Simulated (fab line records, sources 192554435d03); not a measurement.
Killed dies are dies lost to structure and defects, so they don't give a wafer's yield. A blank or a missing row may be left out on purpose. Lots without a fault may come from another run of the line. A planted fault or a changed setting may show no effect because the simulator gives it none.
fab line records | flow n5_finfet
record lots=24 wafers=72 last_day=18
route steps=1938 shown BEOL_M14@1716 BEOL_M15@1808
lots that met no fault: from a run of the same line without faults
start_h: hours from the record's first day to the start of the lot's first wafer shown | wait_h: hours since the lot's step before | " the same as in the row above | L1.1+2: a row that stands for several wafers | - no value, or no start given | * or withheld: withheld | < > ~ a bound
route shown NAME@n: a module of which the file shows steps, and the number in the route of the first | usual: mean/standard deviation of fault-free wafers | same: alike in all rows | chamber/n: place in a boat | sites: the reading at each site | _std_site: their standard deviation | _edge_site: outer sites' mean less inner sites' | radius_mm: how far each site lies from the wafer's centre | mask NAME#n: copy n | behind: the tool/chamber that last shaped the wafer | hold: why the lot was held/for how many hours/how that ended | device: the transistor (n, p or np) that didn't switch | end of line: the same wafers' tests at the end of the route | a step without rows: its recipe alone | killed: dies lost to structure and defects at the first sort, not the wafer's yield | map: a wafer's dies, x killed, . not, _ none there
set.NAME: the setting as run; set.NAME@STEP: as run at that earlier step | model.NAME: the simulator's own value behind a step, which no gauge read
steps of the route over a sample of lots; a table a step, a row a wafer
services: from which hour (start_h, from the record's first day; less than 0 if before it) a tool's chamber was out of use, for how many hours, and why
## steps
# step N5_BEOL_M14_ILD_DEP_00
# recipe material=SiO2 target_thk_a=11193 temp_c=400 precursor=TEOS/O2 pressure_torr=6.5 rf_w=900 teos_flow_sccm=161.4 gas=O2 flow_sccm=2650 time_s=237.4
# usual heater_power_w=526/110 showerhead_plenum_p_Torr=8.34/0.038 throttle_valve_pct=18.4/1
# columns lot.wafer tool chamber start_h wait_h heater_power_w showerhead_plenum_p_Torr throttle_valve_pct
L074.4 pecvd-04 2 247.59 0.1 411 8.35 17.2
L074.5 " 0 " " 344 8.35 17.5
L074.6 " 1 " " 385 8.29 18.2
L075.1 pecvd-03 0 247.72 0.0 425 8.33 19.1
L075.3 " 2 " " 462 8.29 17.4
L075.6 " 0 " " 471 8.32 18.9
L076.3 pecvd-04 0 250.34 0.0 474 8.33 17.6
L076.4 " 1 " " 381 8.27 18.3
L076.6 " 0 " " 347 8.33 17.6
L077.1 pecvd-03 1 262.65 0.0 677 8.36 20.7
L077.2 " 0 " " 456 8.36 18.9
L077.6 " 2 " " 464 8.31 17.5
L078.3 pecvd-01 1 263.16 0.0 840 8.43 20.1
L078.4 " 1 " " 669 8.40 20.4
L078.5 " 0 " " 546 8.33 17.9
L079.1 pecvd-04 0 266.36 0.0 434 8.35 17.7
L079.4 " 2 " " 528 8.39 17.5
L079.5 " 0 " " 469 8.34 17.7
L080.2 pecvd-01 2 269.80 0.0 607 8.28 17.9
L080.3 " 1 " " 830 8.42 20.1
L080.5 " 2 " " 672 8.30 18.1
L081.2 pecvd-04 2 276.91 0.0 518 8.38 17.4
L081.3 " 1 " " 410 8.27 18.0
L081.6 " 0 " " 346 8.36 17.3
L082.1 pecvd-04 1 288.59 0.0 483 8.30 18.1
L082.4 " 0 " " 457 8.36 17.7
L082.5 " 2 " " 551 8.37 17.1
L083.1 pecvd-03 1 289.48 0.0 669 8.39 20.8
L083.3 " 2 " " 602 8.34 17.5
L083.4 " 1 " " 562 8.36 20.7
L084.1 pecvd-01 0 297.57 0.0 512 8.36 18.2
L084.3 " 2 " " 645 8.30 18.2
L084.6 " 2 " " 695 8.31 18.2
L085.1 pecvd-04 0 301.42 0.0 446 8.36 17.8
L085.4 " 1 " " 520 8.29 18.2
L085.5 " 2 " " 398 8.37 17.4
L086.3 pecvd-03 0 307.45 0.0 354 8.36 18.8
L086.5 " 0 " " 426 8.32 19.1
L086.6 " 2 " " 559 8.32 17.6
L088.2 pecvd-03 1 313.37 0.0 675 8.36 21.0
L088.3 " 0 " " 461 8.37 18.8
L088.4 " 0 " " 345 8.35 19.0
L089.2 pecvd-03 1 321.11 0.0 697 8.38 20.8
L089.3 " 0 " " 453 8.35 19.0
L089.4 " 2 " " 592 8.31 18.0
L090.1 pecvd-01 2 323.43 0.0 609 8.29 18.0
L090.3 " 2 " " 664 8.29 18.1
L090.4 " 0 " " 502 8.36 17.9
L087.1 pecvd-01 0 324.68 0.0 560 8.34 18.2
L087.3 " 0 " " 448 8.35 18.2
L087.5 " 2 " " 532 8.27 18.3
L091.3 pecvd-04 1 325.83 0.0 517 8.28 17.8
L091.4 " 1 " " 392 8.30 18.1
L091.5 " 0 " " 344 8.35 17.5
L092.4 pecvd-04 1 367.14 0.1 387 8.29 18.2
L092.5 " 2 " " 499 8.38 17.4
L092.6 " 0 " " 451 8.36 17.6
L093.1 pecvd-04 1 378.09 0.0 392 8.30 18.2
L093.4 " 0 " " 457 8.36 17.7
L093.5 " 2 " " 398 8.37 17.1
L094.1 pecvd-01 2 378.36 0.0 653 8.28 18.0
L094.2 " 0 " " 581 8.35 18.1
L094.4 " 2 " " 528 8.30 18.4
L097.2 pecvd-01 0 379.24 0.0 552 8.35 18.4
L097.3 " 1 " " 841 8.40 20.2
L097.5 " 1 " " 643 8.44 20.2
L095.2 pecvd-04 2 379.80 0.0 444 8.35 17.4
L095.3 " 1 " " 507 8.30 18.1
L095.6 " 0 " " 467 8.37 17.8
L096.3 pecvd-01 1 404.23 0.0 772 8.40 20.4
L096.4 " 0 " " 529 8.34 17.8
L096.5 " 2 " " 642 8.29 18.5
# step N5_BEOL_M14_STRIP_63
# recipe chemistry=O2 power_w=600 temp_c=60 pressure_mtorr=30 rf_frequency_hz=6e+07 bias_power_w=0 overash_fraction=0.3 o2_flow_sccm=225
# usual drypump_motor_current_A=5.7/0.43 oes_product_au=0.80/0.088 rf_vpp_V=3.6/0.9 showerhead_plenum_p_Torr=2.14/0.044 temp_c=59.98/0.11 throttle_valve_pct=16.58/0.2
# columns lot.wafer tool chamber start_h wait_h drypump_motor_current_A oes_product_au rf_hours_counter_h rf_vpp_V showerhead_plenum_p_Torr temp_c throttle_valve_pct
L074.4 rie_diel-03 3 - - 5.2 0.68 221 3.2 2.16 59.92 16.74
L074.5 " 3 " " 5.3 0.68 - 5.1 2.15 59.92 16.71
L074.6 " 0 " " 5.9 0.86 - 5.1 2.22 60.03 16.56
L075.1 rie_diel-05 0 - - 6.4 0.70 226 2.5 2.15 59.96 16.51
L075.3 " 3 " " 5.7 0.96 5 2.7 2.06 60.03 16.61
L075.6 " 2 " " 5.9 0.91 - 5.5 2.13 60.07 16.39
L076.3 rie_diel-01 0 - - 6.3 0.71 - 3.8 2.17 59.71 16.65
L076.4 " 1 " " 5.7 0.75 - 3.0 2.19 60.00 16.68
L076.6 " 0 " " 6.4 0.72 - 5.0 2.17 59.99 16.69
L077.1 rie_diel-03 0 - - 5.8 0.86 61 5.8 2.21 60.11 16.56
L077.2 " 1 " " 5.3 0.82 69 4.0 2.14 60.04 16.75
L077.6 " 3 " " 5.2 0.68 - 3.4 2.15 60.10 16.72
L078.3 rie_diel-03 0 - - 5.9 0.86 61 4.5 2.21 59.79 16.53
L078.4 " 0 " " 5.9 0.86 - 4.0 2.21 59.80 16.55
L078.5 " 3 " " 5.2 0.68 - 3.0 2.15 59.82 16.75
L079.1 rie_diel-05 2 - - 5.9 0.89 21 3.3 2.12 59.86 16.41
L079.4 " 3 " " 5.7 0.93 12 3.0 2.06 60.02 16.62
L079.5 " 2 " " 5.9 0.89 - 3.5 2.12 59.77 16.45
L080.2 rie_diel-01 1 - - 5.7 0.74 149 4.3 2.19 59.97 16.64
L080.3 " 0 " " 6.4 0.71 224 3.9 2.16 60.10 16.68
L080.5 " 0 " " 6.4 0.70 - 3.2 2.16 60.12 16.66
L081.2 rie_diel-03 3 - - 5.2 0.68 235 3.4 2.15 59.93 16.73
L081.3 " 0 " " 5.8 0.84 68 4.0 2.21 60.00 16.57
L081.6 " 2 " " 5.3 0.98 - 2.5 2.16 60.02 16.11
L082.1 rie_diel-01 0 - - 6.4 0.70 230 3.9 2.16 60.00 16.69
L082.4 " 2 " " 5.2 0.87 - 5.0 2.15 60.04 16.82
L082.5 " 1 " " 5.7 0.73 - 3.3 2.19 59.95 16.69
L083.1 rie_diel-01 2 - - 5.2 0.89 40 3.0 2.14 59.98 16.80
L083.3 " 1 " " 5.7 0.74 158 4.2 2.19 60.04 16.70
L083.4 " 2 " " 5.2 0.87 - 3.7 2.15 59.94 16.83
L084.1 rie_diel-01 2 - - 5.2 0.87 44 4.1 2.14 60.05 16.82
L084.3 " 1 " " 5.7 0.74 162 4.0 2.19 59.94 16.71
L084.6 " 3 " " 6.3 0.72 - 5.3 2.13 59.76 16.65
L085.1 rie_diel-01 1 - - 5.7 0.74 163 2.9 2.19 59.84 16.68
L085.4 " 2 " " 5.2 0.87 45 3.9 2.14 59.81 16.83
L085.5 " 0 " " 6.3 0.71 - 4.0 2.16 59.83 16.71
L086.3 rie_diel-05 1 - - 5.1 0.71 186 3.8 2.08 60.15 16.43
L086.5 " 3 " " 5.7 0.91 - 3.8 2.05 59.93 16.64
L086.6 " 2 " " 6.0 0.85 - 2.8 2.12 59.91 16.47
L088.2 rie_diel-05 1 - - 5.1 0.72 188 4.4 2.08 59.91 16.44
L088.3 " 2 " " 5.9 0.87 38 2.7 2.12 59.86 16.47
L088.4 " 3 " " 5.7 0.89 - 3.2 2.05 60.18 16.67
L089.2 rie_diel-03 2 - - 5.3 0.92 18 3.7 2.15 60.05 16.14
L089.3 " 1 " " 5.3 0.79 92 3.4 2.13 59.92 16.79
L089.4 " 0 " " 5.8 0.82 - 3.4 2.21 59.98 16.60
L090.1 rie_diel-05 1 - - 5.0 0.72 193 5.8 2.08 60.11 16.44
L090.3 " 3 " " 5.7 0.88 36 2.8 2.05 59.98 16.64
L090.4 " 0 " " 6.5 1.00 1 2.8 2.14 60.03 16.07
L087.1 rie_diel-03 1 - - 5.3 0.81 95 4.4 2.13 60.04 16.76
L087.3 " 0 " " 5.8 0.83 89 3.2 2.20 60.07 16.61
L087.5 " 1 " " 5.4 0.80 - 3.7 2.13 60.03 16.75
L091.3 rie_diel-05 1 - - 5.1 0.71 194 2.7 2.08 59.81 16.44
L091.4 " 0 " " 6.4 1.00 2 3.9 2.14 60.11 16.05
L091.5 " 1 " " 5.1 0.72 - 4.2 2.08 59.86 16.42
L092.4 rie_diel-03 2 - - 5.3 0.87 36 2.9 2.15 59.97 16.15
L092.5 " 2 " " 5.3 0.88 - 3.6 2.15 60.01 16.14
L092.6 " 1 " " 5.3 0.78 - 4.1 2.12 60.03 16.80
L093.1 rie_diel-03 1 - - 5.3 0.77 116 3.4 2.12 59.85 16.79
L093.4 " 3 " " 5.3 0.97 5 2.4 2.14 59.84 16.24
L093.5 " 1 " " 5.4 0.78 - 4.8 2.12 59.91 16.82
L094.1 rie_diel-05 2 - - 5.9 0.81 62 3.7 2.11 59.94 16.51
L094.2 " 0 " " 6.4 0.93 18 4.4 2.13 60.01 16.08
L094.4 " 1 " " 5.1 0.69 209 3.7 2.08 60.04 16.46
L097.2 rie_diel-05 3 - - 5.7 0.87 54 5.1 2.04 60.13 16.70
L097.3 " 0 " " 6.4 0.92 19 2.4 2.13 59.93 16.09
L097.5 " 2 " " 5.9 0.82 - 3.7 2.11 60.27 16.53
L095.2 rie_diel-05 3 - - 5.7 0.87 54 3.6 2.04 59.88 16.71
L095.3 " 1 " " 5.1 0.70 210 3.7 2.07 60.02 16.45
L095.6 " 3 " " 5.7 0.86 - 3.9 2.04 59.92 16.71
L096.3 rie_diel-01 0 - - 6.3 0.68 269 3.1 2.15 60.03 16.79
L096.4 " 0 " " 6.3 0.67 - 2.9 2.15 60.07 16.75
L096.5 " 2 " " 5.2 0.81 - 4.6 2.13 60.20 16.91
# step N5_BEOL_M14_STRIP_64
# recipe chemistry=O2 power_w=600 temp_c=60 pressure_mtorr=30 rf_frequency_hz=6e+07 bias_power_w=0 overash_fraction=0.3 o2_flow_sccm=225
# usual drypump_motor_current_A=5.7/0.43 oes_product_au=0.80/0.088 rf_vpp_V=3.6/0.49 showerhead_plenum_p_Torr=2.14/0.044 temp_c=60.00/0.1 throttle_valve_pct=16.58/0.2
# columns lot.wafer tool chamber start_h wait_h drypump_motor_current_A oes_product_au rf_hours_counter_h rf_vpp_V showerhead_plenum_p_Torr temp_c throttle_valve_pct
L074.4 rie_diel-03 3 - - 5.3 0.69 221 2.6 2.16 59.99 16.74
L074.5 " 3 " " 5.2 0.68 - 4.7 2.15 60.08 16.72
L074.6 " 0 " " 5.9 0.87 - 2.7 2.22 59.98 16.53
L075.1 rie_diel-05 0 - - 6.4 0.70 226 3.4 2.15 60.02 16.49
L075.3 " 3 " " 5.7 0.95 5 3.5 2.06 60.00 16.60
L075.6 " 2 " " 5.9 0.90 - 3.2 2.13 60.05 16.42
L076.3 rie_diel-01 0 - - 6.4 0.72 - 4.2 2.17 60.02 16.64
L076.4 " 1 " " 5.7 0.76 - 3.4 2.19 60.06 16.65
L076.6 " 0 " " 6.3 0.72 - 3.9 2.17 59.78 16.68
L077.1 rie_diel-03 0 - - 5.8 0.85 61 3.8 2.21 60.03 16.54
L077.2 " 1 " " 5.3 0.83 69 3.5 2.14 60.13 16.72
L077.6 " 3 " " 5.2 0.68 - 3.2 2.15 59.92 16.72
L078.3 rie_diel-03 0 - - 5.8 0.85 61 3.2 2.21 60.04 16.55
L078.4 " 0 " " 5.8 0.86 - 3.3 2.21 59.93 16.55
L078.5 " 3 " " 5.3 0.68 - 3.5 2.15 59.96 16.72
L079.1 rie_diel-05 2 - - 5.9 0.89 21 3.4 2.12 59.95 16.43
L079.4 " 3 " " 5.7 0.94 12 2.7 2.06 60.01 16.62
L079.5 " 2 " " 5.9 0.89 - 3.2 2.12 59.80 16.44
L080.2 rie_diel-01 1 - - 5.7 0.74 149 3.4 2.19 59.97 16.66
L080.3 " 0 " " 6.3 0.71 224 3.4 2.16 59.89 16.68
L080.5 " 0 " " 6.3 0.71 - 3.7 2.16 60.05 16.69
L081.2 rie_diel-03 3 - - 5.3 0.68 235 3.8 2.15 60.07 16.75
L081.3 " 0 " " 5.9 0.84 68 3.8 2.21 60.07 16.57
L081.6 " 2 " " 5.3 1.00 - 3.9 2.16 60.12 16.10
L082.1 rie_diel-01 0 - - 6.4 0.70 230 3.5 2.16 59.94 16.69
L082.4 " 2 " " 5.2 0.88 - 3.5 2.15 59.98 16.79
L082.5 " 1 " " 5.7 0.74 - 4.6 2.19 59.99 16.69
L083.1 rie_diel-01 2 - - 5.2 0.88 40 3.0 2.15 59.87 16.82
L083.3 " 1 " " 5.7 0.73 158 4.4 2.19 60.03 16.70
L083.4 " 2 " " 5.2 0.88 - 3.7 2.15 59.91 16.82
L084.1 rie_diel-01 2 - - 5.2 0.88 44 2.5 2.14 60.05 16.81
L084.3 " 1 " " 5.7 0.73 162 3.8 2.19 60.03 16.70
L084.6 " 3 " " 6.3 0.71 - 3.9 2.13 60.04 16.65
L085.1 rie_diel-01 1 - - 5.7 0.73 163 3.6 2.18 59.84 16.69
L085.4 " 2 " " 5.2 0.87 45 4.0 2.14 60.17 16.83
L085.5 " 0 " " 6.3 0.71 - 3.9 2.16 60.10 16.70
L086.3 rie_diel-05 1 - - 5.1 0.72 186 3.5 2.08 59.90 16.41
L086.5 " 3 " " 5.7 0.89 - 3.1 2.05 60.00 16.67
L086.6 " 2 " " 5.9 0.85 - 2.9 2.12 59.97 16.46
L088.2 rie_diel-05 1 - - 5.1 0.72 188 3.7 2.08 59.99 16.42
L088.3 " 2 " " 5.9 0.86 38 3.9 2.12 60.08 16.47
L088.4 " 3 " " 5.7 0.91 - 4.0 2.05 60.08 16.69
L089.2 rie_diel-03 2 - - 5.3 0.92 18 3.0 2.15 59.94 16.13
L089.3 " 1 " " 5.3 0.79 92 4.1 2.13 60.04 16.75
L089.4 " 0 " " 5.8 0.83 - 4.2 2.21 59.93 16.60
L090.1 rie_diel-05 1 - - 5.1 0.72 193 3.6 2.08 60.14 16.44
L090.3 " 3 " " 5.7 0.89 36 3.8 2.05 59.89 16.68
L090.4 " 0 " " 6.4 0.99 1 3.8 2.14 59.85 16.06
L087.1 rie_diel-03 1 - - 5.3 0.80 95 3.2 2.13 59.95 16.76
L087.3 " 0 " " 5.9 0.83 89 3.9 2.20 60.13 16.61
L087.5 " 1 " " 5.3 0.80 - 3.8 2.13 59.89 16.76
L091.3 rie_diel-05 1 - - 5.1 0.71 194 3.5 2.08 60.03 16.44
L091.4 " 0 " " 6.4 0.99 2 3.3 2.14 59.77 16.03
L091.5 " 1 " " 5.1 0.71 - 3.9 2.08 59.92 16.43
L092.4 rie_diel-03 2 - - 5.3 0.88 36 4.2 2.15 59.99 16.18
L092.5 " 2 " " 5.3 0.88 - 3.1 2.15 59.98 16.16
L092.6 " 1 " " 5.3 0.78 - 3.2 2.12 60.23 16.80
L093.1 rie_diel-03 1 - - 5.3 0.77 116 4.5 2.12 59.89 16.80
L093.4 " 3 " " 5.2 0.95 5 3.9 2.14 59.89 16.25
L093.5 " 1 " " 5.3 0.77 - 3.3 2.12 60.17 16.81
L094.1 rie_diel-05 2 - - 5.9 0.81 62 3.0 2.11 59.74 16.52
L094.2 " 0 " " 6.4 0.93 18 3.5 2.13 59.98 16.08
L094.4 " 1 " " 5.1 0.70 209 4.2 2.08 60.23 16.48
L097.2 rie_diel-05 3 - - 5.7 0.87 54 2.7 2.04 59.99 16.69
L097.3 " 0 " " 6.4 0.94 19 3.8 2.13 60.02 16.07
L097.5 " 2 " " 5.9 0.82 - 3.9 2.11 59.84 16.54
L095.2 rie_diel-05 3 - - 5.7 0.87 54 2.8 2.04 59.89 16.70
L095.3 " 1 " " 5.1 0.70 210 3.0 2.08 59.91 16.47
L095.6 " 3 " " 5.7 0.86 - 3.6 2.04 60.06 16.69
L096.3 rie_diel-01 0 - - 6.4 0.68 269 3.0 2.15 60.02 16.76
L096.4 " 0 " " 6.4 0.68 - 3.3 2.15 59.88 16.75
L096.5 " 2 " " 5.2 0.82 - 3.2 2.13 60.08 16.90
# step N5_BEOL_M15_ETCH_61
# recipe chemistry=N2/H2 target=BARC target_depth_a=890 overetch_a=267 time_s=67.9 ion_energy_ev=200 pressure_mtorr=30 source_w=840 bias_w=150 n2_flow_sccm=200 h2_flow_sccm=200
# usual drypump_motor_current_A=5.6/0.34 oes_product_au=0.67/0.072 rf_vpp_V=523.4/2.1 showerhead_plenum_p_Torr=2.53/0.069 throttle_valve_pct=17.93/0.29
# columns lot.wafer tool chamber start_h wait_h drypump_motor_current_A oes_product_au rf_hours_counter_h rf_vpp_V showerhead_plenum_p_Torr throttle_valve_pct
L074.4 rie_diel-06 3 254.85 0.0 5.5 0.63 200 521.9 2.43 18.29
L074.5 " 3 " " 5.6 0.63 - 520.9 2.43 18.28
L074.6 " 0 " " 5.1 0.58 - 525.1 2.61 17.80
L075.1 rie_diel-06 3 257.66 0.0 5.5 0.62 202 520.9 2.43 18.27
L075.3 " 1 " " 5.3 0.64 164 523.7 2.54 18.03
L075.6 " 3 " " 5.5 0.63 - 521.1 2.43 18.28
L076.3 rie_diel-06 3 258.31 0.0 5.5 0.62 202 519.9 2.43 18.26
L076.4 " 3 " " 5.5 0.62 - 519.4 2.43 18.28
L076.6 " 2 " " 6.0 0.71 - 521.0 2.47 17.86
L077.1 rie_diel-02 3 269.90 0.0 5.2 0.68 106 523.5 2.58 17.70
L077.2 " 0 " " 5.5 0.75 39 523.5 2.60 18.10
L077.6 " 1 " " 6.1 0.73 - 522.8 2.58 18.24
L078.3 rie_diel-06 1 271.79 0.0 5.4 0.65 170 523.6 2.53 18.02
L078.4 " 2 " " 6.0 0.69 - 522.1 2.47 17.88
L078.5 " 1 " " 5.3 0.64 - 524.9 2.53 18.03
L079.1 rie_diel-04 2 272.80 0.0 6.1 0.61 188 526.6 2.62 17.79
L079.4 " 1 " " 5.9 0.68 119 521.4 2.46 17.81
L079.5 " 3 " " 5.3 0.62 - 525.4 2.64 18.07
L080.2 rie_diel-06 2 278.20 0.0 6.0 0.69 85 522.2 2.47 17.89
L080.3 " 3 " " 5.5 0.62 210 519.8 2.43 18.29
L080.5 " 1 " " 5.3 0.64 - 522.1 2.53 18.04
L081.2 rie_diel-06 2 284.19 0.0 6.0 0.69 87 521.4 2.47 17.89
L081.3 " 0 " " 5.1 0.84 4 528.5 2.61 17.37
L081.6 " 1 " " 5.3 0.64 - 524.1 2.53 18.04
L082.1 rie_diel-04 0 295.84 0.0 5.9 0.59 251 522.8 2.49 17.75
L082.4 " 1 " " 5.8 0.68 - 521.8 2.45 17.82
L082.5 " 3 " " 5.4 0.62 - 526.0 2.64 18.07
L083.1 rie_diel-06 0 296.62 0.0 5.1 0.81 7 526.3 2.61 17.38
L083.3 " 1 " " 5.3 0.64 179 522.5 2.53 18.03
L083.4 " 0 " " 5.1 0.82 - 525.3 2.61 17.36
L084.1 rie_diel-06 3 305.05 0.0 5.5 0.61 218 521.1 2.42 18.31
L084.3 " 0 " " 5.1 0.80 10 526.1 2.60 17.39
L084.6 " 0 " " 5.1 0.81 - 524.4 2.60 17.37
L085.1 rie_diel-04 2 308.92 0.0 6.0 0.61 197 527.1 2.62 17.78
L085.4 " 1 " " 5.8 0.67 - 521.6 2.45 17.85
L085.5 " 3 " " 5.4 0.62 - 525.3 2.64 18.08
L086.3 rie_diel-02 3 315.04 0.0 5.2 0.66 120 525.2 2.58 17.70
L086.5 " 2 " " 5.5 0.59 - 522.2 2.53 18.02
L086.6 " 1 " " 6.1 0.72 - 524.5 2.58 18.26
L088.2 rie_diel-06 2 322.02 0.0 6.0 0.69 96 523.7 2.47 17.90
L088.3 " 3 " " 5.5 0.61 222 520.5 2.42 18.32
L088.4 " 0 " " 5.1 0.80 15 524.8 2.60 17.39
L089.2 rie_diel-02 0 328.92 0.0 5.5 0.72 58 524.6 2.59 18.15
L089.3 " 3 " " 5.2 0.66 125 524.5 2.58 17.74
L089.4 " 2 " " 5.5 0.59 245 522.4 2.53 18.03
L090.1 rie_diel-06 2 330.41 0.0 6.0 0.68 99 521.3 2.47 17.90
L090.3 " 1 " " 5.3 0.64 189 523.5 2.53 18.07
L090.4 " 0 " " 5.1 0.78 17 524.7 2.60 17.40
L087.1 rie_diel-06 3 332.89 0.0 5.5 0.62 225 519.3 2.42 18.33
L087.3 " 1 " " 5.3 0.63 190 522.8 2.53 18.06
L087.5 " 3 " " 5.5 0.61 - 521.0 2.42 18.32
L091.3 rie_diel-06 1 337.02 0.0 5.3 0.63 192 523.0 2.53 18.06
L091.4 " 2 " " 6.0 0.68 101 521.3 2.46 17.88
L091.5 " 1 " " 5.3 0.63 - 522.4 2.53 18.08
L092.4 rie_diel-02 2 379.39 0.0 5.6 0.84 2 522.0 2.52 17.51
L092.5 " 1 " " 6.1 0.70 - 524.0 2.57 18.31
L092.6 " 2 " " 5.5 0.85 - 522.4 2.52 17.51
L093.1 rie_diel-04 2 386.58 0.0 6.1 0.59 220 527.0 2.61 17.82
L093.4 " 3 " " 5.4 0.60 231 526.0 2.62 18.13
L093.5 " 3 " " 5.4 0.60 - 524.7 2.63 18.13
L094.1 rie_diel-02 2 386.73 0.0 5.5 0.82 5 521.8 2.52 17.52
L094.2 " 1 " " 6.1 0.69 104 524.9 2.57 18.31
L094.4 " 2 " " 5.5 0.82 - 523.3 2.52 17.52
L097.2 rie_diel-04 0 387.18 0.0 6.0 0.81 14 522.2 2.48 17.39
L097.3 " 3 " " 5.4 0.61 232 524.7 2.63 18.12
L097.5 " 3 " " 5.4 0.61 - 527.1 2.63 18.13
L095.2 rie_diel-04 1 390.80 0.0 5.9 0.65 159 521.0 2.44 17.87
L095.3 " 2 " " 6.1 0.60 222 526.0 2.61 17.82
L095.6 " 2 " " 6.1 0.59 - 525.7 2.61 17.82
L096.3 rie_diel-06 3 415.83 0.0 5.5 0.59 244 519.5 2.41 18.34
L096.4 " 2 " " 6.0 0.66 118 522.3 2.46 17.94
L096.5 " 1 " " 5.3 0.62 - 522.9 2.52 18.12
# step N5_BEOL_M15_DEGAS_41
# recipe ambient=vacuum temp_c=300 time_s=60
# usual heater_power_w=482/39
# columns lot.wafer tool chamber start_h wait_h heater_power_w
L074.4 pvd_sputter-02 - 256.05 0.4 423
L074.5 " - " " 433
L074.6 " - " " 503
L075.1 pvd_sputter-03 - 258.37 0.0 400
L075.3 " - " " 487
L075.6 " - " " 515
L076.3 pvd_sputter-02 - 261.34 0.4 425
L076.4 " - " " 511
L076.6 " - " " 497
L077.1 pvd_sputter-03 - 273.49 0.1 505
L077.2 " - " " 519
L077.6 " - " " 524
L078.3 pvd_sputter-02 - 273.98 0.4 502
L078.4 " - " " 438
L078.5 " - " " 437
L079.1 pvd_sputter-03 - 275.85 1.7 400
L079.4 " - " " 481
L079.5 " - " " 461
L080.2 pvd_sputter-01 - 279.85 0.4 524
L080.3 " - " " 534
L080.5 " - " " 519
L081.2 pvd_sputter-03 - 286.30 0.2 402
L081.3 " - " " 460
L081.6 " - " " 486
L082.1 pvd_sputter-02 - 296.49 0.0 432
L082.4 " - " " 486
L082.5 " - " " 437
L083.1 pvd_sputter-01 - 299.20 0.4 530
L083.3 " - " " 519
L083.4 " - " " 485
L084.1 pvd_sputter-01 - 306.58 0.7 493
L084.3 " - " " 553
L084.6 " - " " 494
L085.1 pvd_sputter-03 - 310.38 0.4 528
L085.4 " - " " 466
L085.5 " - " " 544
L086.3 pvd_sputter-01 - 318.87 0.2 526
L086.5 " - " " 465
L086.6 " - " " 494
L088.2 pvd_sputter-03 - 323.43 0.3 503
L088.3 " - " " 402
L088.4 " - " " 504
L089.2 pvd_sputter-01 - 330.84 0.4 486
L089.3 " - " " 512
L089.4 " - " " 529
L090.1 pvd_sputter-01 - 335.62 0.5 528
L090.3 " - " " 540
L090.4 " - " " 509
L087.1 pvd_sputter-01 - 338.86 0.4 490
L087.3 " - " " 454
L087.5 " - " " 457
L091.3 pvd_sputter-02 - 339.00 0.0 424
L091.4 " - " " 497
L091.5 " - " " 494
L092.4 pvd_sputter-03 - 381.09 0.5 415
L092.5 " - " " 510
L092.6 " - " " 496
L093.1 pvd_sputter-02 - 388.98 0.6 430
L093.4 " - " " 429
L093.5 " - " " 429
L094.1 pvd_sputter-03 - 390.23 0.8 459
L094.2 " - " " 397
L094.4 " - " " 515
L097.2 pvd_sputter-03 - 393.29 0.5 403
L097.3 " - " " 524
L097.5 " - " " 529
L095.2 pvd_sputter-03 - 396.39 0.2 401
L095.3 " - " " 469
L095.6 " - " " 527
L096.3 pvd_sputter-01 - 418.17 1.7 474
L096.4 " - " " 497
L096.5 " - " " 524
# step N5_BEOL_M15_THK_MEAS_50
# recipe thk_meas_gauge=xrf reads=Cu_of_BEOL_M15_ECD_47
# usual M15_THK=862/19
# columns lot.wafer tool chamber start_h wait_h M15_THK[nm]
L074.4 film_metro-01 - 257.50 - 874
L074.5 " - " " 870
L074.6 " - " " 875
L075.1 film_metro-01 - 259.61 - 870
L075.3 " - " " 869
L075.6 " - " " 879
L076.3 film_metro-01 - 263.47 - 873
L076.4 " - " " 866
L076.6 " - " " 849
L077.1 film_metro-02 - 275.86 - 876
L077.2 " - " " 888
L077.6 " - " " 868
L078.3 film_metro-01 - 276.99 - 860
L078.4 " - " " 860
L078.5 " - " " 856
L079.1 film_metro-01 - 277.80 - 861
L079.4 " - " " 856
L079.5 " - " " 848
L080.2 film_metro-02 - 281.04 - 858
L080.3 " - " " 874
L080.5 " - " " 854
L081.2 film_metro-01 - 287.53 - 850
L081.3 " - " " 879
L081.6 " - " " 863
L082.1 film_metro-02 - 297.92 - 838
L082.4 " - " " 857
L082.5 " - " " 852
L083.1 film_metro-01 - 300.41 - 889
L083.3 " - " " 866
L083.4 " - " " 891
L084.1 film_metro-01 - 307.79 - 889
L084.3 " - " " 923
L084.6 " - " " 921
L085.1 film_metro-02 - 311.61 - 844
L085.4 " - " " 834
L085.5 " - " " 850
L086.3 film_metro-01 - 320.06 - 881
L086.5 " - " " 848
L086.6 " - " " 866
L088.2 film_metro-01 - 324.83 - 843
L088.3 " - " " 853
L088.4 " - " " 885
L089.2 film_metro-02 - 332.04 - 872
L089.3 " - " " 869
L089.4 " - " " 841
L090.1 film_metro-02 - 336.81 - 861
L090.3 " - " " 867
L090.4 " - " " 907
L087.1 film_metro-02 - 340.05 - 862
L087.3 " - " " 852
L087.5 " - " " 851
L091.3 film_metro-01 - 340.19 - 867
L091.4 " - " " 867
L091.5 " - " " 872
L092.4 film_metro-01 - 382.61 - 871
L092.5 " - " " 855
L092.6 " - " " 871
L093.1 film_metro-01 - 390.21 - 835
L093.4 " - " " 824
L093.5 " - " " 824
L094.1 film_metro-02 - 391.42 - 870
L094.2 " - " " 860
L094.4 " - " " 873
L097.2 film_metro-02 - 394.54 - 874
L097.3 " - " " 837
L097.5 " - " " 851
L095.2 film_metro-02 - 397.58 - 824
L095.3 " - " " 836
L095.6 " - " " 837
L096.3 film_metro-01 - 419.36 - 853
L096.4 " - " " 835
L096.5 " - " " 848
## services
# columns tool chamber start_h hours kind
rie_diel-05 - 228.13 0.4 repair
rie_diel-04 0 233.13 1.3 repair
rie_diel-01 3 235.05 61.9 repair
rie_diel-06 3 237.11 10.1 repair
rie_diel-05 2 271.67 4.7 repair
rie_diel-01 0 275.58 5.2 repair
rie_diel-05 1 291.08 6.5 repair
rie_diel-06 2 293.86 4.5 repair
rie_diel-06 3 298.24 2.1 repair
rie_diel-03 1 302.27 7.5 repair
pecvd-01 2 307.36 4.2 repair
rie_diel-01 0 317.42 11.6 repair
rie_diel-01 3 320.48 100.8 repair
rie_diel-03 2 326.80 3.5 repair
rie_diel-05 1 347.17 6.4 repair
rie_diel-03 3 360.01 6.0 repair
pecvd-01 1 374.05 3.0 repair
rie_diel-01 0 381.53 9.7 repair
rie_diel-06 - 383.85 14.6 pm
rie_diel-01 - 386.22 3.8 repair
pvd_sputter-01 - 389.72 7.3 repair
pecvd-04 - 399.53 2.8 pm
rie_diel-05 - 406.30 28.1 pm
rie_diel-01 0 411.96 1.8 repair
## key
fault none
